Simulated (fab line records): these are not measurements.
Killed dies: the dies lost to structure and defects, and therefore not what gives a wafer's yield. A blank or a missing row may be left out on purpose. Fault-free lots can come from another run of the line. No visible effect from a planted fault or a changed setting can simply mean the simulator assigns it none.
fab line records	flow n5Finfet
record: lots: 7	wafers: 39
route steps=1938 shown BEOL_M4@1059 BEOL_M5@1116 BEOL_M9@1405 BEOL_M12@1656 BEOL_M14@1751 MIM_BOT_ETCH@1866
startH: start of the lot's first displayed wafer, in hours after the record's first day	waitH: hours elapsed since this lot's preceding step	" identical to the entry in the row above	L1.1+2: a single row standing in for several wafers	- no value, or no start was given	* or withheld: withheld	< > ~ a bound
route shown NAME@n: NAME is a module with steps in the file, n the number in the route of the first one	usual: mean and standard deviation over wafers with no fault	same: alike in all rows	chamber/n: place in a boat	sites: per-site readings	_std_site: how widely they spread, as a standard deviation	_edge_site: the outer-site mean with the inner-site mean subtracted	radiusMm: how far each site lies from the wafer's centre	mask NAME#n: copy n	behind: the tool/chamber that last shaped the wafer	hold: cause of the lot's hold/its duration in hours/its outcome	device: transistor that didn't switch, given as n, p or np	end of line: tests run on the same wafers once the route is complete	where a step has no rows: the recipe by itself	killed: dies that structure and defects cost at the first sort, which is not the same as the wafer's yield	map: a wafer's dies, x killed, . not, _ none there
set.NAME: the run value of the setting; set.NAME@STEP: its run value at that earlier step	model.NAME: the simulator's own value behind a step, which no gauge read
lots where settings were altered on purpose, with a table for each step and a row for each wafer
== steps ==
step: N5_BEOL_M4_DESCUM_33
recipe: chemistry: O2	timeS: 7	sourcePowerW: 50	biasPowerW: 20	pressureMtorr: 20	rfFrequencyHz: 2.712e+07	tempC: 40	resist: CAR-EUV	o2FlowSccm: 225
lot.wafer	tool	chamber	startH	waitH	set.timeS	model.CAR-EUV_of_BEOL_M4_COAT_22.thkNm
L074.1+2+4+5	rieDiel-04	2,1,3,1	168.90	0.1	7	26.2
L074.3+6	"	0,2	"	"	7	26
L077.1+5	rieDiel-04	2,1	230.10	0.1	7	26
L077.2	"	1	"	"	7	26.2
L077.3+4+6	"	0,3,0	"	"	10.31	24.4
L078.1+2+3+5+6	rieDiel-04	2,3,1,3,0	231.41	0.3	7	26
L078.4	"	0	"	"	7	25.8
L086.1	rieDiel-04	1	284.05	0.0	7	26.2
L086.2+5	"	2,1	"	"	7	26
L086.3+4+6	"	0,3,0	"	"	9.259	25
L088.1+3+4+6	rieDiel-01	1,2,3,3	284.76	0.2	7	26
L088.2+5	"	0	"	"	7	26.2
L089.2+3+4	rieDiel-01	0,2,1	304.33	0.0	7	26
L090.1+3+4	rieDiel-01	3,1,2	311.69	0.6	4.304	27.6
L090.2+5+6	"	2,1,3	"	"	7	26.2
step: N5_BEOL_M4_ETCH_77
recipe: chemistry: N2/H2	target: underlayer	targetDepthA: 65	maskMaterial: CAR-EUV	timeS: 5.2	ionEnergyEv: 200	pressureMtorr: 30	sourceW: 840	biasW: 150	n2FlowSccm: 200	h2FlowSccm: 200	ends: cleared
lot.wafer	tool	chamber	startH	waitH	set.timeS@BEOL_M4_DESCUM_33	model.CAR-EUV_of_BEOL_M4_COAT_22.thkNm
L074.1+2+4+5+6	rieDiel-04	2,1,3,1,2	168.94	0.0	7	20.4
L074.3	"	0	"	"	7	20.2
L077.1+2+5	rieDiel-04	2,1,1	230.13	0.0	7	20.4
L077.3+4+6	"	0,3,0	"	"	10.31	18.6
L078.1+2+3+5+6	rieDiel-04	2,3,1,3,0	231.45	0.0	7	20.2
L078.4	"	0	"	"	7	20
L086.1+2+5	rieDiel-04	1,2,1	284.09	0.0	7	20.4
L086.3	"	0	"	"	9.259	19.4
L086.4+6	"	3,0	"	"	9.259	19.2
L088.1+2+5+6	rieDiel-01	1,0,0,3	284.79	0.0	7	20.4
L088.3+4	"	2,3	"	"	7	20.2
L089.2+4	rieDiel-01	0,1	304.36	0.0	7	20.2
L089.3	"	2	"	"	7	20.4
L090.1+4	rieDiel-01	3,2	311.72	0.0	4.304	21.8
L090.2	"	2	"	"	7	20.4
L090.3	"	1	"	"	4.304	22
L090.5+6	"	1,3	"	"	7	20.6
step: N5_BEOL_M4_ETCH_69
recipe: chemistry: CF4	target: SiARC	targetDepthA: 156	maskMaterial: CAR-EUV	timeS: 26	ionEnergyEv: 80	pressureMtorr: 40	sourceW: 545	biasW: 36	Ar_flow_sccm: 100	cf4FlowSccm: 100	ends: cleared
step: N5_BEOL_M4_ALD_98
recipe: material: SiO2	targetThkA: 25	tempC: 100	aldPrecursorFamily: BDEAS	aldCoReactant: O2-plasma	pulseTimeS: 1	coReactantPulseTimeS: 1	purgeTimeS: 2	coReactantPurgeTimeS: 2	aldCycles: 17	pressureTorr: 2
step: N5_BEOL_M4_ETCHBACK_99
recipe: chemistry: CHF3	target: SiO2	targetDepthA: 50	timeS: 10.4	sourceW: 215	biasW: 47	Ar_flow_sccm: 200	CHF3_flow_sccm: 12	ionEnergyEv: 100	pressureMtorr: 30
lot.wafer	tool	chamber	startH	waitH	set.timeS@BEOL_M4_DESCUM_33	model.CAR-EUV_of_BEOL_M4_COAT_22.thkNm
L074.1	rieDiel-06	2	178.96	9.8	7	10.6
L074.2+3+4+5+6	"	1,0,3,2,3	"	"	7	10.4
L077.1+2+5	rieDiel-01	1,2,0	231.06	0.8	7	10.4
L077.3+4+6	"	3,0,3	"	"	10.31	8.8
L078.1+4+6	rieDiel-06	1,2,0	237.43	4.6	7	10.2
L078.2+3+5	"	0,3,3	"	"	7	10.4
L086.1+2+5	rieDiel-06	3,1,0	284.48	0.1	7	10.4
L086.3	"	0	"	"	9.259	9.4
L086.4+6	"	2,3	"	"	9.259	9.2
L088.1+4+6	rieDiel-06	3,2,2	286.11	1.0	7	10.4
L088.2+5	"	1	"	"	7	10.6
L088.3	"	0	"	"	7	10.2
L089.2+3+4	rieDiel-04	0,2,1	307.54	2.4	7	10.4
L090.1+4	rieDiel-01	1	316.06	4.0	4.304	11.8
L090.2+5+6	"	2,2,3	"	"	7	10.6
L090.3	"	3	"	"	4.304	12
step: N5_BEOL_M5_HM_DEP_02
recipe: material: TiN	targetThkA: 200	tempC: 25	chamberPressurePa: 0.49996
lot.wafer	tool	chamber	startH	waitH	set.targetThkA	model.TiN_of_BEOL_M5_HM_DEP_02.thkNm
L074.1+5	pvdSputter-02	-	185.79	0.6	200	19.6
L074.2	"	-	"	"	231.8	22.8
L074.3+6	"	-	"	"	231.8	23
L074.4	"	-	"	"	200	19.8
L077.1+3	pvdSputter-02	-	238.06	1.3	200	19.8
L077.2+4+5+6	"	-	"	"	200	20
L078.1+2+3+4+5	pvdSputter-03	-	244.57	1.3	200	20
L078.6	"	-	"	"	200	19.8
L086.1+5	pvdSputter-01	-	291.66	0.0	200	20
L086.2	"	-	"	"	146	14.6
L086.3	"	-	"	"	200	19.8
L086.4	"	-	"	"	146	14.8
L086.6	"	-	"	"	146	14.4
L088.1+2+5+6	pvdSputter-02	-	292.59	0.0	200	20.2
L088.3+4	"	-	"	"	200	20
L089.2+4	pvdSputter-02	-	314.33	0.4	200	19.8
L089.3	"	-	"	"	200	19.6
L090.1+2	pvdSputter-02	-	323.33	1.5	200	20
L090.3+5+6	"	-	"	"	267.2	26.6
L090.4	"	-	"	"	200	19.8
step: N5_BEOL_M5_COAT_59
recipe: resist: SOC	tempC: 250	timeS: 60	spinRpm: 1500	resistThkNm: 60
step: N5_BEOL_M5_COAT_60
recipe: resist: SiARC	tempC: 220	timeS: 60	spinRpm: 1500	resistThkNm: 12
step: N5_BEOL_M5_STRIP_73
recipe: chemistry: N2/H2	tempC: 40	n2FlowSccm: 200	h2FlowSccm: 200	rfFrequencyHz: 6e+07
step: N5_BEOL_M5_STRIP_64
recipe: chemistry: CF4	resist: SiARC	powerW: 300	biasPowerW: 75	pressureMtorr: 50	cf4FlowSccm: 150	rfFrequencyHz: 6e+07
step: N5_BEOL_M5_HM_OPEN_17
recipe: chemistry: Cl2/BCl3	targetDepthA: 200	overetchA: 60	target: TiN	maskMaterial: SOC	ionEnergyEv: 150	pressureMtorr: 10	icpW: 1000	biasW: 126	Cl2_flow_sccm: 53.25	bcl3FlowSccm: 21.75	Ar_flow_sccm: 25
lot.wafer	tool	chamber	startH	waitH	set.targetThkA@BEOL_M5_HM_DEP_02	model.etch.depthNm
L074.1	rieMetal-01	1	212.70	0.0	200	19.69
L074.2	"	0	"	"	231.8	22.85
L074.3	"	1	"	"	231.8	22.93
L074.4	"	0	"	"	200	19.87
L074.5	"	0	"	"	200	19.66
L074.6	"	1	"	"	231.8	23.02
L077.1	rieMetal-02	0	238.95	0.0	200	19.89
L077.2	"	1	"	"	200	19.95
L077.3	"	0	"	"	200	19.87
L077.4	"	1	"	"	200	19.97
L077.5	"	1	"	"	200	19.92
L077.6	"	0	"	"	200	19.96
L078.1	rieMetal-01	0	245.46	0.0	200	19.9
L078.2	"	1	"	"	200	19.95
L078.3	"	1	"	"	200	20.06
L078.4	"	0	"	"	200	19.93
L078.5	"	1	"	"	200	19.91
L078.6	"	0	"	"	200	19.81
L086.1	rieMetal-02	0	292.42	0.0	200	20.01
L086.2	"	1	"	"	146	14.51
L086.3	"	1	"	"	200	19.76
L086.4	"	0	"	"	146	14.7
L086.5	"	1	"	"	200	20.07
L086.6	"	0	"	"	146	14.44
L088.1	rieMetal-03	1	293.47	0.0	200	20.14
L088.2	"	1	"	"	200	20.16
L088.3	"	1	"	"	200	20.04
L088.4	"	1	"	"	200	20.06
L088.5	"	1	"	"	200	20.17
L088.6	"	1	"	"	200	20.15
L089.2	rieMetal-02	1	315.26	0.0	200	19.78
L089.3	"	0	"	"	200	19.69
L089.4	"	1	"	"	200	19.84
L090.1	rieMetal-02	0	324.27	0.0	200	19.96
L090.2	"	1	"	"	200	19.98
L090.3	"	0	"	"	267.2	25.86
L090.4	"	1	"	"	200	19.89
L090.5	"	1	"	"	267.2	26.47
L090.6	"	0	"	"	267.2	25.85
step: N5_BEOL_M9_HM_DEP_02
recipe: material: TiN	targetThkA: 200	tempC: 25	chamberPressurePa: 0.49996
lot.wafer	tool	chamber	startH	waitH	set.targetThkA	model.TiN_of_BEOL_M9_HM_DEP_02.thkNm
L074.1	pvdSputter-01	-	246.85	0.9	200	20.4
L074.2+4+5+6	"	-	"	"	200	20.2
L074.3	"	-	"	"	200	20
L077.1+4	pvdSputter-03	-	273.27	1.1	293.3	29.2
L077.2	"	-	"	"	200	19.8
L077.3	"	-	"	"	200	20.2
L077.5	"	-	"	"	200	20
L077.6	"	-	"	"	293.3	29
L078.1	pvdSputter-03	-	279.17	1.4	267.7	26.6
L078.2+6	"	-	"	"	200	20
L078.3+5	"	-	"	"	267.7	26.8
L078.4	"	-	"	"	200	19.8
L086.1+4+6	pvdSputter-03	-	327.42	0.0	200	19.8
L086.2+3	"	-	"	"	315.2	31.4
L086.5	"	-	"	"	315.2	31.2
L088.1+6	pvdSputter-03	-	329.83	1.6	200	20
L088.2	"	-	"	"	200	19.8
L088.3+4+5	"	-	"	"	85.47	8.4
L089.2+3+4	pvdSputter-03	-	353.67	0.9	200	19.8
L090.1	pvdSputter-03	-	364.28	0.2	200	20
L090.2+6	"	-	"	"	266	26.6
L090.3+5	"	-	"	"	200	19.8
L090.4	"	-	"	"	266	26.4
step: N5_BEOL_M9_COAT_59
recipe: resist: SOC	tempC: 250	timeS: 60	spinRpm: 1500	resistThkNm: 100
step: N5_BEOL_M9_COAT_60
recipe: resist: SiARC	tempC: 220	timeS: 60	spinRpm: 1500	resistThkNm: 30
step: N5_BEOL_M9_STRIP_68
recipe: chemistry: N2/H2	tempC: 40	n2FlowSccm: 200	h2FlowSccm: 200	rfFrequencyHz: 6e+07
step: N5_BEOL_M9_STRIP_67
recipe: chemistry: CF4	resist: SiARC	powerW: 300	biasPowerW: 75	pressureMtorr: 50	cf4FlowSccm: 150	rfFrequencyHz: 6e+07
step: N5_BEOL_M9_HM_OPEN_17
recipe: chemistry: Cl2/BCl3	targetDepthA: 200	overetchA: 60	target: TiN	maskMaterial: SOC	ionEnergyEv: 150	pressureMtorr: 10	icpW: 1000	biasW: 126	Cl2_flow_sccm: 53.25	bcl3FlowSccm: 21.75	Ar_flow_sccm: 25
lot.wafer	tool	chamber	startH	waitH	set.targetThkA@BEOL_M9_HM_DEP_02	model.etch.depthNm
L074.1	rieMetal-01	1	247.81	0.0	200	20.37
L074.2	"	0	"	"	200	20.14
L074.3	"	0	"	"	200	20.06
L074.4	"	1	"	"	200	20.22
L074.5	"	0	"	"	200	20.18
L074.6	"	1	"	"	200	20.29
L077.1	rieMetal-03	1	274.00	0.0	293.3	26.39
L077.2	"	1	"	"	200	19.78
L077.3	"	1	"	"	200	20.17
L077.4	"	1	"	"	293.3	26.41
L077.5	"	1	"	"	200	19.9
L077.6	"	1	"	"	293.3	26.26
L078.1	rieMetal-01	1	280.03	0.0	267.7	26.15
L078.2+6	"	0,1	"	"	200	20.09
L078.3	"	1	"	"	267.7	26.51
L078.4	"	0	"	"	200	19.86
L078.5	"	0	"	"	267.7	26.73
L086.1	rieMetal-03	0	328.43	0.0	200	19.71
L086.2	"	1	"	"	315.2	26.35
L086.3	"	1	"	"	315.2	26.18
L086.4	"	0	"	"	200	19.89
L086.5	"	1	"	"	315.2	26.17
L086.6	"	0	"	"	200	19.7
L088.1	rieMetal-01	0	332.89	0.0	200	19.97
L088.2	"	1	"	"	200	19.78
L088.3	"	0	"	"	85.47	8.325
L088.4	"	1	"	"	85.47	8.339
L088.5	"	0	"	"	85.47	8.417
L088.6	"	1	"	"	200	20.01
L089.2	rieMetal-03	1	355.39	0.0	200	19.87
L089.3	"	0	"	"	200	19.77
L089.4	"	1	"	"	200	19.76
L090.1	rieMetal-01	0	365.14	0.0	200	19.92
L090.2	"	1	"	"	266	26.41
L090.3	"	0	"	"	200	19.85
L090.4	"	1	"	"	266	26.39
L090.5	"	1	"	"	200	19.87
L090.6	"	0	"	"	266	26.55
step: N5_BEOL_M9_STRIP_19
recipe: chemistry: O2	powerW: 400	tempC: 40	pressureMtorr: 30	rfFrequencyHz: 6e+07	biasPowerW: 0	overashFraction: 0.2	o2FlowSccm: 225
step: N5_BEOL_M9_ETCH_41
recipe: chemistry: CH3F/O2	target: SiCN	targetDepthA: 366	taperDeg: 2	timeS: 70.1	ionEnergyEv: 120	maskMaterial: TiN	pressureMtorr: 30	sourceW: 395	biasW: 75	Ar_flow_sccm: 150	CH3F_flow_sccm: 30	O2_flow_sccm: 20
step: N5_BEOL_M9_STRIP_80
recipe: chemistry: N2/H2	timeS: 10	powerW: 450	tempC: 40	pressureMtorr: 20	rfFrequencyHz: 6e+07	biasPowerW: 7	n2FlowSccm: 200	h2FlowSccm: 200
step: N5_BEOL_M9_OCD_MEAS_38
usual: trenchDepthNm: 151.1/1.8
lot.wafer	tool	chamber	startH	waitH	set.targetThkA@BEOL_M9_HM_DEP_02	trenchDepthNm
L074.1	ocd-01	-	253.15	-	200	153.8
L074.2	"	-	"	"	200	152.4
L074.3	"	-	"	"	200	153.9
L074.4	"	-	"	"	200	149.6
L074.5	"	-	"	"	200	152.8
L074.6	"	-	"	"	200	149.3
L077.1	ocd-02	-	275.17	-	293.3	62.7
L077.2	"	-	"	"	200	150.5
L077.3	"	-	"	"	200	148.8
L077.4	"	-	"	"	293.3	54.0
L077.5	"	-	"	"	200	149.4
L077.6	"	-	"	"	293.3	57.7
L078.1	ocd-01	-	282.01	-	267.7	149.4
L078.2	"	-	"	"	200	151.3
L078.3	"	-	"	"	267.7	150.2
L078.4	"	-	"	"	200	149.0
L078.5	"	-	"	"	267.7	151.9
L078.6	"	-	"	"	200	151.3
L086.1	ocd-02	-	331.46	-	200	154.9
L086.2	"	-	"	"	315.2	1.5
L086.3	"	-	"	"	315.2	1.3
L086.4	"	-	"	"	200	153.2
L086.5	"	-	"	"	315.2	1.1
L086.6	"	-	"	"	200	152.5
L088.1	ocd-01	-	337.09	-	200	156.9
L088.2	"	-	"	"	200	151.6
L088.3	"	-	"	"	85.47	154.4
L088.4	"	-	"	"	85.47	150.6
L088.5	"	-	"	"	85.47	150.1
L088.6	"	-	"	"	200	153.6
L089.2	ocd-02	-	357.11	-	200	150.3
L089.3	"	-	"	"	200	149.8
L089.4	"	-	"	"	200	149.5
L090.1	ocd-02	-	367.51	-	200	148.9
L090.2	"	-	"	"	266	149.5
L090.3	"	-	"	"	200	149.9
L090.4	"	-	"	"	266	150.4
L090.5	"	-	"	"	200	150.5
L090.6	"	-	"	"	266	147.5
step: N5_BEOL_M12_DEP_53
recipe: material: SiCN	targetThkA: 300	tempC: withheld	precursor: 3MS/NH3	pressureTorr: 3	rfW: 675	timeS: 10.5
lot.wafer	tool	chamber	startH	waitH	set.targetThkA	model.SiCN_of_BEOL_M12_DEP_53.thkNm
L074.1+2	pecvd-04	1,0	278.27	0.0	300	29.8
L074.3	"	2	"	"	300	30
L074.4+6	"	1,2	"	"	460	46.2
L074.5	"	0	"	"	460	46
L077.1	pecvd-01	1	304.73	0.0	225.6	21.8
L077.2	"	0	"	"	225.6	22.2
L077.3	"	2	"	"	300	29.6
L077.4	"	2	"	"	300	29.8
L077.5	"	0	"	"	300	30
L077.6	"	1	"	"	225.6	22.4
L078.1	pecvd-03	2	311.23	0.0	176.5	18
L078.2+5	"	1,0	"	"	300	30.4
L078.3	"	0	"	"	176.5	17.6
L078.4	"	2	"	"	176.5	18.2
L078.6	"	1	"	"	300	30.2
L086.1+3	pecvd-01	1,2	359.40	0.0	300	29.6
L086.2	"	0	"	"	408.4	40.6
L086.4	"	2	"	"	408.4	41.4
L086.5	"	0	"	"	408.4	41.6
L086.6	"	1	"	"	300	30.2
L088.1	pecvd-03	2	362.31	0.0	473.6	47.6
L088.2	"	1	"	"	473.6	47.4
L088.3	"	0	"	"	473.6	47
L088.4+5+6	"	1,2,0	"	"	300	30.6
L089.2	pecvd-03	1	381.15	0.0	300	30.2
L089.3+4	"	0,2	"	"	300	30.4
L090.1	pecvd-04	1	397.72	0.0	300	29.8
L090.2+3	"	2,0	"	"	300	29.6
L090.4	"	2	"	"	300	30.4
L090.5	"	1	"	"	300	30.2
L090.6	"	0	"	"	300	30
step: N5_BEOL_M14_ETCH_68
recipe: chemistry: N2/H2	target: SOC	maskMaterial: SiARC	sourceW: 3000	biasW: 350	tempC: 40	timeS: 450	ionEnergyEv: 200	pressureMtorr: 30	n2FlowSccm: 200	h2FlowSccm: 200
lot.wafer	tool	chamber	startH	waitH	set.targetDepthA	model.SiARC_of_BEOL_M14_COAT_66.thkNm
L074.1	rieDiel-06	3	286.84	0.1	9000	66
L074.2	"	1	"	"	9000	66.2
L074.3	"	2	"	"	4093	89.6
L074.4	"	0	"	"	4093	89.8
L074.5	"	0	"	"	4093	90.4
L074.6	"	1	"	"	9000	65.2
L077.1	rieDiel-01	2	314.29	0.1	11160	53
L077.2	"	1	"	"	9000	64
L077.3	"	3	"	"	9000	64.6
L077.4	"	3	"	"	9000	65
L077.5	"	1	"	"	11160	53.6
L077.6	"	2	"	"	11160	53.2
L078.1	rieDiel-06	3	320.65	0.1	5101	84.2
L078.2+3	"	1,2	"	"	9000	64.8
L078.4	"	0	"	"	5101	84.4
L078.5	"	3	"	"	5101	84.8
L078.6	"	0	"	"	9000	65.4
L086.1	rieDiel-01	2	366.16	0.1	9000	65
L086.2	"	1	"	"	9000	65.4
L086.3	"	3	"	"	9000	65.8
L086.4	"	0	"	"	9000	65.2
L086.5+6	"	3,2	"	"	9000	66
L088.1+2+3	rieDiel-01	0,1,2	371.88	0.1	9000	65.8
L088.4	"	3	"	"	9000	67.2
L088.5	"	2	"	"	9000	66.2
L088.6	"	3	"	"	9000	66.4
L089.2	rieDiel-01	2	388.70	0.1	9000	65
L089.3	"	1	"	"	9000	64.8
L089.4	"	3	"	"	9000	65.8
L090.1	rieDiel-04	1	410.90	0.1	6687	76.4
L090.2	"	2	"	"	6687	76.2
L090.3	"	0	"	"	9000	64.8
L090.4	"	0	"	"	9000	65.2
L090.5	"	1	"	"	9000	65.4
L090.6	"	2	"	"	6687	76
step: N5_MIM_BOT_ETCH_ETCH_04
recipe: chemistry: CF4/O2	target: SiNx	targetDepthA: 260	timeS: 13	ionEnergyEv: 100	pressureMtorr: 40	sourceW: 535	biasW: 49	Ar_flow_sccm: 100	cf4FlowSccm: 100	O2_flow_sccm: 10
lot.wafer	tool	chamber	startH	waitH	set.timeS	model.etch.depthNm	model.MIM_BOT_ETCH.cdOffsetNm
L074.1	rieDiel-01	0	305.02	0.0	13	25.79	0
L074.2	"	3	"	"	19.35	38.49	-0.6
L074.3	"	1	"	"	13	25.95	0.2
L074.4	"	2	"	"	19.35	38.78	-0.6
L074.5	"	0	"	"	13	25.74	0
L074.6	"	3	"	"	19.35	38.3	-0.6
L077.1	rieDiel-01	1	328.64	0.0	13	25.9	0
L077.2	"	0	"	"	16.35	32.57	-0.2
L077.3	"	2	"	"	13	25.94	0
L077.4	"	3	"	"	16.35	32.21	-0.4
L077.5	"	3	"	"	13	25.6	0
L077.6	"	0	"	"	16.35	32.32	-0.4
L078.1	rieDiel-04	0	338.07	0.0	13	26.39	0
L078.2	"	3	"	"	13	25.6	0
L078.3	"	1	"	"	13	25.64	0
L078.4	"	2	"	"	13	26.38	0
L078.5	"	0	"	"	13	26.15	0
L078.6	"	3	"	"	13	25.74	0.2
L086.1	rieDiel-01	2	381.54	0.0	20.09	39.78	-0.6
L086.2	"	1	"	"	20.09	39.73	-0.6
L086.3+5	"	0	"	"	13	25.36	0
L086.4	"	1	"	"	20.09	39.98	-0.6
L086.6	"	2	"	"	13	25.7	-0.2
L088.1	rieDiel-06	2	387.73	0.0	13	26.2	0
L088.2	"	1	"	"	8.672	17.6	0.2
L088.3	"	3	"	"	8.672	17.37	0.4
L088.4	"	1	"	"	8.672	17.44	0.4
L088.5	"	2	"	"	13	26.28	0
L088.6	"	3	"	"	13	26.01	0.2
L089.2	rieDiel-06	2	407.46	0.0	13	25.78	0
L089.3	"	3	"	"	13	25.6	0
L089.4	"	1	"	"	13	25.53	0
L090.1	rieDiel-06	1	428.34	0.0	17.18	34.16	-0.2
L090.2	"	3	"	"	13	25.72	0
L090.3	"	0	"	"	13	26.48	0
L090.4	"	0	"	"	17.18	34.63	-0.4
L090.5	"	1	"	"	17.18	34.04	-0.2
L090.6	"	3	"	"	13	25.68	0
== key ==
split: step: N5_BEOL_M4_DESCUM_33	setting: timeS	stated: 7	by: wafer
response: step: N5_BEOL_M4_DESCUM_33	reading: model.CAR-EUV_of_BEOL_M4_COAT_22.thkNm	change: -0.0351	per: 1%	r: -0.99
response: step: N5_BEOL_M4_ETCH_77	reading: model.CAR-EUV_of_BEOL_M4_COAT_22.thkNm	change: -0.0363	per: 1%	r: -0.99
response: step: N5_BEOL_M4_ETCHBACK_99	reading: model.CAR-EUV_of_BEOL_M4_COAT_22.thkNm	change: -0.0338	per: 1%	r: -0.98
split: step: N5_BEOL_M5_HM_DEP_02	setting: targetThkA	stated: 200	by: wafer
response: step: N5_BEOL_M5_HM_DEP_02	reading: model.TiN_of_BEOL_M5_HM_DEP_02.thkNm	change: +0.199	per: 1%	r: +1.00
response: step: N5_BEOL_M5_HM_OPEN_17	reading: model.etch.depthNm	change: +0.19	per: 1%	r: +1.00
split: step: N5_BEOL_M9_HM_DEP_02	setting: targetThkA	stated: 200	by: wafer
response: step: N5_BEOL_M9_HM_DEP_02	reading: model.TiN_of_BEOL_M9_HM_DEP_02.thkNm	change: +0.2	per: 1%	r: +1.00
response: step: N5_BEOL_M9_HM_OPEN_17	reading: model.etch.depthNm	change: +0.161	per: 1%	r: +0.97
response: step: N5_BEOL_M9_OCD_MEAS_38	reading: trenchDepthNm	shape: bent	atLowest: 151.7	atStated: 151.4	atHighest: 1.3
split: step: N5_BEOL_M12_DEP_53	setting: targetThkA	stated: 300	by: wafer
response: step: N5_BEOL_M12_DEP_53	reading: model.SiCN_of_BEOL_M12_DEP_53.thkNm	change: +0.301	per: 1%	r: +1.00
split: step: N5_BEOL_M14_ETCH_68	setting: targetDepthA	stated: 9000	by: wafer
response: step: N5_BEOL_M14_ETCH_68	reading: model.SiARC_of_BEOL_M14_COAT_66.thkNm	change: -0.446	per: 1%	r: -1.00
split: step: N5_MIM_BOT_ETCH_ETCH_04	setting: timeS	stated: 13	by: wafer
response: step: N5_MIM_BOT_ETCH_ETCH_04	reading: model.etch.depthNm	change: +0.261	per: 1%	r: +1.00
response: step: N5_MIM_BOT_ETCH_ETCH_04	reading: model.MIM_BOT_ETCH.cdOffsetNm	change: -0.0107	per: 1%	r: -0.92
